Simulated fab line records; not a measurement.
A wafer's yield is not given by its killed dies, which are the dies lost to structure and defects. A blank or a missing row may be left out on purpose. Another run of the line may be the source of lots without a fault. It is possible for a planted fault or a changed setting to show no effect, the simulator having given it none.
fab line records	flow n5Finfet
record lots=12	wafers=32	lastDay=18
route steps=1938 shown BEOL_M14@1755 BEOL_M15@1773 PASSIVATION@1936
lots that met no fault: taken from a fault-free run of the same line
startH: start of the lot's first displayed wafer, in hours after the record's first day	waitH: time in hours since the lot's previous step	" as in the row above	L1.1+2: a row that stands for several wafers	- no value, or no start was given	* or withheld: withheld	< > ~ a bound
route shown NAME@n: names a module that has steps shown in the file, with the first one's number in the route	usual: mean/standard deviation taken from wafers without a fault	same: alike in all rows	chamber/n: place in a boat	sites: per-site readings	_std_site: their standard deviation	_edge_site: inner sites' mean taken away from outer sites' mean	radiusMm: how far each site lies from the wafer's centre	mask NAME#n: copy n	behind: the most recent tool/chamber to have shaped the wafer	hold: the reason the lot was held/the length of the hold in hours/how it ended	device: the n, p or np transistor that did not switch	end of line: the route-end tests of the same wafers	a step with no rows: only its recipe	killed: at the first sort, the dies lost to defects and structure; wafer yield is something else	map: per-die view of a wafer (x killed, . not killed, _ where there is no die)
set.NAME: the setting that was run; set.NAME@STEP: the one run at that earlier step	model.NAME: the simulator's own value behind a step, which no gauge read
one table for each step of the route and one row for each wafer, over a sample of lots
services: when a tool's chamber went out of use (startH, in hours from the record's first day, below 0 if earlier), for how many hours, and the reason
## steps
# step N5_BEOL_M14_OCD_MEAS_35
# usual trenchDepthNm=551/25
lot.wafer	tool	chamber	startH	waitH	trenchDepthNm
L247.1	ocd-01	-	242.51	0.0	546
L247.2	"	-	"	"	547
L247.3	"	-	"	"	525
L250.5	ocd-02	-	258.54	0.0	540
L250.6	"	-	"	"	530
L249.3	ocd-01	-	259.06	0.0	598
L249.4	"	-	"	"	553
L249.5	"	-	"	"	596
L256.1	ocd-01	-	286.23	0.0	551
L256.3	"	-	"	"	552
L256.4	"	-	"	"	564
L259.3	ocd-02	-	330.15	0.0	542
L259.4	"	-	"	"	550
L259.6	"	-	"	"	506
L260.2	ocd-02	-	336.28	0.0	554
L260.4	"	-	"	"	550
L261.3	ocd-02	-	339.36	0.0	546
L261.4	"	-	"	"	507
L261.5	"	-	"	"	561
L263.2	ocd-01	-	352.04	0.0	534
L263.3	"	-	"	"	540
L267.2	ocd-02	-	368.78	0.0	527
L267.5	"	-	"	"	528
L266.2	ocd-02	-	375.97	0.0	543
L266.4	"	-	"	"	558
L266.6	"	-	"	"	504
L268.1	ocd-01	-	377.21	0.0	588
L268.4	"	-	"	"	553
L268.6	"	-	"	"	551
L269.1	ocd-02	-	398.39	0.0	589
L269.4	"	-	"	"	552
L269.6	"	-	"	"	561
# step N5_BEOL_M14_SPUTTER_45
# recipe material=Cu	targetThkA=1000	tempC=-20	biasV=60	powerW=26000	chamberPressurePa=0.13	timeS=16.67
# usual cathodeDcPowerW=26000/4.7	throttleValvePct=29.8/0.87
lot.wafer	tool	chamber	startH	waitH	cathodeDcPowerW	throttleValvePct
L247.1	pvdSputter-03	-	243.07	0.0	26005	29.2
L247.2	"	-	"	"	26007	30.8
L247.3	"	-	"	"	25999	29.7
L250.5	pvdSputter-01	-	260.55	0.0	26005	29.4
L250.6	"	-	"	"	26008	29.1
L249.3	pvdSputter-03	-	263.58	0.0	26007	31.0
L249.4	"	-	"	"	26001	29.4
L249.5	"	-	"	"	25989	29.6
L256.1	pvdSputter-03	-	289.50	0.0	26001	30.9
L256.3	"	-	"	"	25991	30.3
L256.4	"	-	"	"	25996	29.4
L259.3	pvdSputter-03	-	331.12	0.0	26004	29.4
L259.4	"	-	"	"	25988	29.4
L259.6	"	-	"	"	26002	29.4
L260.2	pvdSputter-02	-	337.46	0.0	25996	30.8
L260.4	"	-	"	"	25992	29.0
L261.3	pvdSputter-01	-	342.60	0.0	26005	30.1
L261.4	"	-	"	"	25999	29.2
L261.5	"	-	"	"	26004	31.0
L263.2	pvdSputter-02	-	352.58	0.0	25998	28.0
L263.3	"	-	"	"	26000	29.1
L267.2	pvdSputter-03	-	372.10	0.0	25996	29.4
L267.5	"	-	"	"	26001	29.8
L268.1	pvdSputter-03	-	378.52	0.0	25999	30.9
L268.4	"	-	"	"	26006	30.1
L268.6	"	-	"	"	25997	30.1
L266.2	pvdSputter-02	-	393.19	0.0	26005	28.9
L266.4	"	-	"	"	26001	31.2
L266.6	"	-	"	"	25994	28.0
L269.1	pvdSputter-01	-	402.99	0.0	25999	30.2
L269.4	"	-	"	"	25996	31.0
L269.6	"	-	"	"	25999	30.3
# step N5_BEOL_M15_ILD_DEP_00
# recipe material=SiO2	targetThkA=16293	tempC=400	precursor=TEOS/O2	pressureTorr=6.5	rfW=900	teosFlowSccm=161.4	gas=O2	flowSccm=2650	timeS=346.1
# usual chamberPressureTorr=6.499/0.014	heaterPowerW=558/120	runLengthS=389.2/0.74	showerheadPlenumPTorr=8.37/0.05	showerheadVppV=1795/54	throttleValvePct=18.8/0.52
lot.wafer	tool	chamber	startH	waitH	chamberPressureTorr	heaterPowerW	runLengthS	showerheadPlenumPTorr	showerheadVppV	throttleValvePct
L247.1	pecvd-02	0	244.16	0.0	6.491	512	390.0	8.37	1793	18.9
L247.2	"	2	"	"	6.473	405	389.7	8.29	1754	18.7
L247.3	"	1	"	"	6.506	586	389.1	8.39	1803	19.5
L250.5	pecvd-02	1	261.73	0.1	6.492	449	388.6	8.40	1778	19.5
L250.6	"	0	"	"	6.506	404	389.9	8.40	1798	19.1
L249.3	pecvd-02	2	264.67	0.0	6.466	437	389.8	8.28	1734	18.8
L249.4	"	2	"	"	6.482	509	330.8	8.27	1741	18.5
L249.5	"	1	"	"	6.522	589	330.1	8.39	1775	19.6
L256.1	pecvd-02	1	290.98	0.0	6.490	512	389.5	8.39	1794	19.3
L256.3	"	2	"	"	6.499	528	390.0	8.28	1739	18.8
L256.4	"	2	"	"	6.508	387	330.6	8.28	1722	18.8
L259.3	pecvd-04	2	332.32	0.1	6.514	674	388.7	8.45	1743	18.4
L259.4	"	1	"	"	6.486	764	389.9	8.36	1913	18.6
L259.6	"	1	"	"	6.512	619	390.6	8.38	1872	18.4
L260.2	pecvd-03	0	339.14	0.0	6.505	455	389.7	8.31	1743	18.8
L260.4	"	1	"	"	6.501	537	389.5	8.37	1787	19.4
L261.3	pecvd-04	1	343.88	0.0	6.504	667	390.8	8.37	1901	18.6
L261.4	"	0	"	"	6.510	608	388.1	8.40	1856	18.4
L261.5	"	2	"	"	6.486	685	388.8	8.45	1743	18.6
L263.2	pecvd-02	1	353.68	0.0	6.506	543	389.0	8.41	1795	19.5
L263.3	"	0	"	"	6.507	520	389.7	8.38	1779	19.1
L267.2	pecvd-02	1	373.19	0.0	6.508	494	388.8	8.41	1780	19.8
L267.5	"	0	"	"	6.497	397	389.8	8.38	1768	19.1
L268.1	pecvd-02	1	379.61	0.0	6.484	564	388.7	8.39	1766	19.6
L268.4	"	2	"	"	6.480	516	389.6	8.29	1769	19.0
L268.6	"	1	"	"	6.483	455	389.1	8.41	1792	19.6
L266.2	pecvd-02	2	394.28	0.0	6.469	517	389.6	8.27	1764	18.9
L266.4	"	0	"	"	6.500	519	390.5	8.35	1750	19.2
L266.6	"	1	"	"	6.515	443	388.5	8.41	1815	19.5
L269.1	pecvd-03	0	404.45	0.0	6.494	602	389.4	8.32	1746	18.6
L269.4	"	2	"	"	6.500	517	387.9	8.33	1831	18.2
L269.6	"	1	"	"	6.473	445	389.3	8.35	1824	19.3
# step N5_BEOL_M15_THK_MEAS_01
# recipe reads=SiO2_of_BEOL_M15_ILD_DEP_00
# usual M15_ILD_THK=1622/24
lot.wafer	tool	chamber	startH	waitH	M15_ILD_THK[nm]
L247.1	filmMetro-02	-	244.41	0.1	1603
L247.2	"	-	"	"	1634
L247.3	"	-	"	"	1591
L250.5	filmMetro-02	-	261.87	0.0	1611
L250.6	"	-	"	"	1605
L249.3	filmMetro-02	-	264.92	0.1	1610
L249.4	"	-	"	"	1364
L249.5	"	-	"	"	1312
L256.1	filmMetro-02	-	291.23	0.1	1614
L256.3	"	-	"	"	1624
L256.4	"	-	"	"	1381
L259.3	filmMetro-01	-	332.57	0.1	1667
L259.4	"	-	"	"	1624
L259.6	"	-	"	"	1608
L260.2	filmMetro-01	-	339.39	0.1	1624
L260.4	"	-	"	"	1627
L261.3	filmMetro-02	-	344.13	0.1	1580
L261.4	"	-	"	"	1651
L261.5	"	-	"	"	1641
L263.2	filmMetro-02	-	353.93	0.1	1619
L263.3	"	-	"	"	1608
L267.2	filmMetro-02	-	373.44	0.1	1598
L267.5	"	-	"	"	1634
L268.1	filmMetro-01	-	379.86	0.1	1601
L268.4	"	-	"	"	1649
L268.6	"	-	"	"	1623
L266.2	filmMetro-02	-	394.53	0.1	1610
L266.4	"	-	"	"	1649
L266.6	"	-	"	"	1613
L269.1	filmMetro-01	-	404.70	0.1	1649
L269.4	"	-	"	"	1671
L269.6	"	-	"	"	1656
# step N5_BEOL_M15_CD_MEAS_10
# recipe targetCdNm=360	landingEnergyEv=500	detector=seInlens	polarity=opening
# usual cdNm=360.1/2.3
# same landingEnergyEv=500
lot.wafer	tool	chamber	startH	waitH	cdNm
L247.1	cdSem-01	0	244.84	-	360.3
L247.2	"	0	"	"	361.5
L247.3	"	0	"	"	361.1
L250.5	cdSem-02	0	262.18	-	358.3
L250.6	"	0	"	"	359.3
L249.3	cdSem-01	0	265.23	-	360.7
L249.4	"	0	"	"	357.1
L249.5	"	0	"	"	363.8
L256.1	cdSem-02	0	291.53	-	361.9
L256.3	"	0	"	"	359.3
L256.4	"	0	"	"	359.2
L259.3	cdSem-03	0	332.87	-	363.3
L259.4	"	0	"	"	361.1
L259.6	"	0	"	"	359.9
L260.2	cdSem-03	0	339.82	-	356.5
L260.4	"	0	"	"	363.5
L261.3	cdSem-02	0	344.43	-	357.1
L261.4	"	0	"	"	362.1
L261.5	"	0	"	"	359.1
L263.2	cdSem-01	0	354.36	-	358.5
L263.3	"	0	"	"	359.0
L267.2	cdSem-03	0	373.74	-	363.2
L267.5	"	0	"	"	359.3
L268.1	cdSem-01	0	380.29	-	358.6
L268.4	"	0	"	"	358.7
L268.6	"	0	"	"	361.5
L266.2	cdSem-01	0	394.83	-	361.7
L266.4	"	0	"	"	364.4
L266.6	"	0	"	"	363.4
L269.1	cdSem-02	0	405.12	-	354.8
L269.4	"	0	"	"	357.0
L269.6	"	0	"	"	362.1
# step N5_PASSIVATION_PROBE_49
# usual defectLimitedYield=90.9/1.6	killed_at_M0_to_M3=34/10	killed_at_M4_up=13/5.4	killedAtContacts=13/6	killedAtFrontEnd=42/13	killedAtOther=4/3.2	killedDies=107/18	killedOnRim=14/4.2	killedOpen=69/14	killedShort=35/7.7	sort_bin_4_leakage=0.02/0.17	sort_bin_5_function=5.3/1	sort_bin_6_memory=3.3/0.75	sortNPass=1073/19	sortYieldPct=90.9/1.6
# same grossDies=1180	killedAtBackSide=0	sort_bin_8_speed[%]=0
lot.wafer	tool	chamber	startH	waitH	defectLimitedYield[%]	killed_at_M0_to_M3	killed_at_M4_up	killedAtContacts	killedAtFrontEnd	killedAtOther	killedDies	killedOnRim	killedOpen	killedShort	sort_bin_4_leakage[%]	sort_bin_5_function[%]	sort_bin_6_memory[%]	sortNPass	sortYieldPct[%]
L250.5	prober-02	-	280.29	0.2	89.8	45	12	13	48	2	120	19	79	31	0	6.1	3.1	1060	89.8
L250.6	prober-02	-	280.34	0.3	91.7	36	17	7	36	2	98	12	63	33	0	5.1	3.1	1082	91.7
L256.1	prober-02	-	312.61	0.0	94.2	29	9	1	30	0	69	12	39	24	0	2.9	2.3	1111	94.2
L256.3	prober-02	-	312.71	0.1	93.1	25	19	5	25	7	81	12	44	35	0	4.0	2.4	1099	93.1
L256.4	prober-02	-	312.76	0.2	94.0	26	15	2	24	4	71	5	40	30	0	3.7	2.1	1109	94.0
L260.2	prober-01	-	357.46	0.1	89.2	39	10	23	49	6	127	15	88	31	0	6.0	4.2	1053	89.2
L260.4	prober-01	-	357.56	0.2	88.7	60	14	7	48	4	133	14	85	41	0.08	6.9	4.3	1046	88.6
L261.3	prober-02	-	361.36	0.1	86.2	48	11	15	78	11	163	25	104	53	0	7.2	5.6	1017	86.2
L261.4	prober-02	-	361.41	0.2	88.1	45	11	11	71	3	141	16	79	60	0	6.4	5.1	1039	88.1
L261.5	prober-02	-	361.46	0.2	86.9	55	11	14	72	2	154	22	94	59	0	7.5	5.1	1026	86.9
L268.1	prober-02	-	400.77	0.0	90.8	26	20	13	46	3	108	16	70	33	0	5.8	2.9	1072	90.8
L268.4	prober-02	-	400.92	0.2	93.1	20	16	13	31	1	81	12	56	25	0	4.2	2.4	1099	93.1
L268.6	prober-02	-	401.02	0.3	92.7	29	13	9	33	2	86	10	44	38	0	3.9	2.7	1094	92.7
L266.2	prober-02	-	420.85	0.1	90.6	33	16	6	55	1	111	19	73	36	0	5.4	3.6	1069	90.6
L266.4	prober-02	-	420.95	0.2	90.4	41	6	26	31	9	113	15	70	41	0	4.9	4.2	1067	90.4
L266.6	prober-02	-	421.05	0.3	92.9	17	12	13	39	3	84	13	52	30	0	3.8	3.2	1096	92.9
L269.1	prober-01	-	424.68	0.0	89.8	55	17	8	38	2	120	17	87	27	0	5.2	4.2	1060	89.8
L269.4	prober-01	-	424.83	0.2	88.6	43	21	13	56	2	135	19	78	53	0	6.9	3.6	1045	88.6
L269.6	prober-01	-	424.93	0.3	88.7	54	15	18	42	4	133	18	86	38	0	6.9	3.6	1047	88.7
# killed by level:class
L250.5 MOL_CONTACT_COAG:geometricParticle:open=11 DUMMY_GATE:geometricParticle:open=10 BEOL_M0_SAQP:geometricParticle:open=8 BEOL_M0_SAQP:geometricParticle:short=8 BEOL_M1:geometricParticle:open=8 HKMG_FIN:areaEtch=8 STI_FIN_REVEAL:geometricParticle:open=7 FIN_SAQP:geometricParticle:open=6
L250.6 BEOL_M1:geometricParticle:open=14 DUMMY_GATE:geometricParticle:open=9 BEOL_M0_SAQP:geometricParticle:short=9 BEOL_M4:geometricParticle:open=9 STI_FIN_REVEAL:geometricParticle:open=7 BEOL_M0_SAQP:geometricParticle:open=7 FIN_SAQP:geometricParticle:short=5 FIN_SAQP:geometricParticle:open=3
L256.1 BEOL_M0_SAQP:geometricParticle:open=7 FIN_SAQP:geometricParticle:short=6 BEOL_M0_SAQP:geometricParticle:short=6 FIN_SAQP:geometricParticle:open=5 HKMG_FIN:areaEtch=5 DUMMY_GATE:geometricParticle:open=4 BEOL_M1:geometricParticle:open=4 BEOL_M3:geometricParticle:open=4
L256.3 BEOL_M0_SAQP:geometricParticle:open=6 BEOL_M0_SAQP:geometricParticle:short=6 BEOL_M2:geometricParticle:open=5 BEOL_M4:geometricParticle:open=5 ILD0:geometricParticle:open=4 BEOL_M4:geometricParticle:short=4 FIN_SAQP:geometricParticle:short=3 DUMMY_GATE:geometricParticle:open=3
L256.4 BEOL_M0_SAQP:geometricParticle:open=7 FIN_SAQP:geometricParticle:short=5 BEOL_M0_SAQP:geometricParticle:short=5 BEOL_M4:geometricParticle:open=5 STARTING-WAFER:geometricParticle:short=5 FIN_SAQP:geometricParticle:open=4 BEOL_M1:geometricParticle:open=4 BEOL_M3:geometricParticle:open=4
L260.2 MOL_CONTACT_COAG:geometricParticle:open=20 STI_FIN_REVEAL:geometricParticle:open=11 BEOL_M2:geometricParticle:open=9 BEOL_M0_SAQP:geometricParticle:open=9 BEOL_M3:geometricParticle:open=9 FIN_SAQP:geometricParticle:open=7 FIN_SAQP:geometricParticle:short=6 HKMG_FIN:areaEtch=6
L260.4 FIN_SAQP:geometricParticle:open=13 BEOL_M0_SAQP:geometricParticle:open=13 BEOL_M0_SAQP:geometricParticle:short=13 BEOL_M2:geometricParticle:open=11 STI_FIN_REVEAL:geometricParticle:open=9 BEOL_M1:geometricParticle:open=7 BEOL_M3:geometricParticle:open=7 FIN_SAQP:geometricParticle:short=6
L261.3 STI_FIN_REVEAL:geometricParticle:open=17 BEOL_M1:geometricParticle:open=16 DUMMY_GATE:geometricParticle:open=14 MOL_CONTACT_COAG:geometricParticle:open=13 BEOL_M0_SAQP:geometricParticle:short=11 BEOL_M0_SAQP:geometricParticle:open=11 FIN_SAQP:geometricParticle:short=7 FIN_SAQP:geometricParticle:open=6
L261.4 FIN_SAQP:geometricParticle:short=18 STI_FIN_REVEAL:geometricParticle:open=13 FIN_SAQP:geometricParticle:open=10 GATE_CUT:geometricParticle:short=9 BEOL_M0_SAQP:geometricParticle:open=9 BEOL_M1:geometricParticle:open=9 DUMMY_GATE:geometricParticle:open=8 MOL_CONTACT_COAG:geometricParticle:open=7
L261.5 STI_FIN_REVEAL:geometricParticle:open=27 BEOL_M0_SAQP:geometricParticle:short=14 FIN_SAQP:geometricParticle:short=13 BEOL_M0_SAQP:geometricParticle:open=13 MOL_CONTACT_COAG:geometricParticle:open=13 BEOL_M1:geometricParticle:open=13 STI_FIN_REVEAL:geometricParticle:short=7 BEOL_M1:geometricParticle:short=7
L268.1 STI_FIN_REVEAL:geometricParticle:open=20 MOL_CONTACT_COAG:geometricParticle:open=9 BEOL_M4:geometricParticle:open=8 BEOL_M2:geometricParticle:open=8 STI_FIN_REVEAL:geometricParticle:short=6 FIN_SAQP:geometricParticle:open=4 BEOL_M0_SAQP:geometricParticle:open=4 MOL_CONTACT_COAG:geometricParticle:short=4
L268.4 STI_FIN_REVEAL:geometricParticle:open=13 MOL_CONTACT_COAG:geometricParticle:open=10 BEOL_M4:geometricParticle:open=10 BEOL_M3:geometricParticle:open=5 FIN_SAQP:geometricParticle:short=4 STI_FIN_REVEAL:geometricParticle:short=4 MOL_CONTACT_COAG:geometricParticle:short=3 BEOL_M1:geometricParticle:open=3
L268.6 STI_FIN_REVEAL:geometricParticle:open=11 MOL_CONTACT_COAG:geometricParticle:open=7 BEOL_M0_SAQP:geometricParticle:short=7 STARTING-WAFER:geometricParticle:short=7 BEOL_M1:geometricParticle:short=6 BEOL_M2:geometricParticle:short=5 BEOL_M4:geometricParticle:open=5 BEOL_M2:geometricParticle:open=4
L266.2 FIN_SAQP:geometricParticle:short=12 STI_FIN_REVEAL:geometricParticle:open=11 FIN_SAQP:geometricParticle:open=7 BEOL_M1:geometricParticle:open=7 BEOL_M2:geometricParticle:open=7 DUMMY_GATE:geometricParticle:open=6 BEOL_M3:geometricParticle:open=6 MOL_CONTACT_COAG:geometricParticle:open=5
L266.4 MOL_CONTACT_COAG:geometricParticle:open=20 FIN_SAQP:geometricParticle:short=8 STI_FIN_REVEAL:geometricParticle:open=7 BEOL_M0_SAQP:geometricParticle:short=7 BEOL_M2:geometricParticle:open=7 BEOL_M3:geometricParticle:open=7 BEOL_M0_SAQP:geometricParticle:open=6 PAD_METAL:geometricParticle:short=6
L266.6 FIN_SAQP:geometricParticle:open=13 MOL_CONTACT_COAG:geometricParticle:open=10 FIN_SAQP:geometricParticle:short=9 BEOL_M4:geometricParticle:short=7 STI_FIN_REVEAL:geometricParticle:open=4 DUMMY_GATE:geometricParticle:open=4 BEOL_M2:geometricParticle:open=4 MOL_CONTACT_COAG:geometricParticle:short=3
L269.1 BEOL_M2:geometricParticle:open=18 BEOL_M0_SAQP:geometricParticle:open=10 FIN_SAQP:geometricParticle:open=8 BEOL_M4:geometricParticle:open=8 MOL_CONTACT_COAG:geometricParticle:open=7 BEOL_M1:geometricParticle:open=7 STI_FIN_REVEAL:geometricParticle:open=6 BEOL_M0_SAQP:geometricParticle:short=5
L269.4 BEOL_M0_SAQP:geometricParticle:short=13 FIN_SAQP:geometricParticle:open=10 STI_FIN_REVEAL:geometricParticle:open=10 BEOL_M4:geometricParticle:open=10 FIN_SAQP:geometricParticle:short=9 BEOL_M0_SAQP:geometricParticle:open=9 BEOL_M2:geometricParticle:open=9 MOL_CONTACT_COAG:geometricParticle:open=8
L269.6 BEOL_M0_SAQP:geometricParticle:open=15 MOL_CONTACT_COAG:geometricParticle:open=13 BEOL_M0_SAQP:geometricParticle:short=13 BEOL_M4:geometricParticle:open=10 BEOL_M2:geometricParticle:open=9 DUMMY_GATE:geometricParticle:open=7 FIN_SAQP:geometricParticle:open=5 STI_FIN_REVEAL:geometricParticle:open=5
## services
tool	chamber	startH	hours	kind
pecvd-02	-	239.60	1.0	repair
pvdSputter-02	-	305.99	6.3	repair
pecvd-04	0	328.05	5.5	scheduledDown
pecvd-02	0	346.60	2.1	scheduledDown
pecvd-03	1	350.32	2.1	scheduledDown
pecvd-04	-	350.50	5.5	pm
pvdSputter-02	-	359.20	3.8	repair
pecvd-04	-	359.46	1.0	repair
pecvd-04	-	370.94	11.4	repair
pecvd-04	1	383.62	-	clean
pecvd-04	1	383.62	-	consumableReplace:showerhead
pecvd-04	1	383.62	29.0	scheduledDown
pecvd-04	1	383.62	29.0	ventCycle
## key
firstSign step=N5_BEOL_M15_ILD_DEP_00	reading=runLengthS	direction=down	sigmas=79	usual=*	struck=*
effect step=N5_BEOL_M15_THK_MEAS_01	reading=M15_ILD_THK	direction=down	sigmas=11	usual=1622	struck=1352
metAt N5_BEOL_M15_ILD_DEP_00
struckLots L249,L256
struckWafers L249.4,L249.5,L256.4
notActingAt N5_BEOL_M14_OCD_MEAS_35,N5_BEOL_M14_SPUTTER_45,N5_BEOL_M15_CD_MEAS_10
onsetBetween 261.73 264.67
fault kind=processParameterDrift	tool=pecvd-02	chamber=-	onsetH=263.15	steps=N5_BEOL_M15_ILD_DEP_00	channel=timeS	offset=*	shape=step	endH=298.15	scope=struckWafersOnly	actsIn=*	stated=*
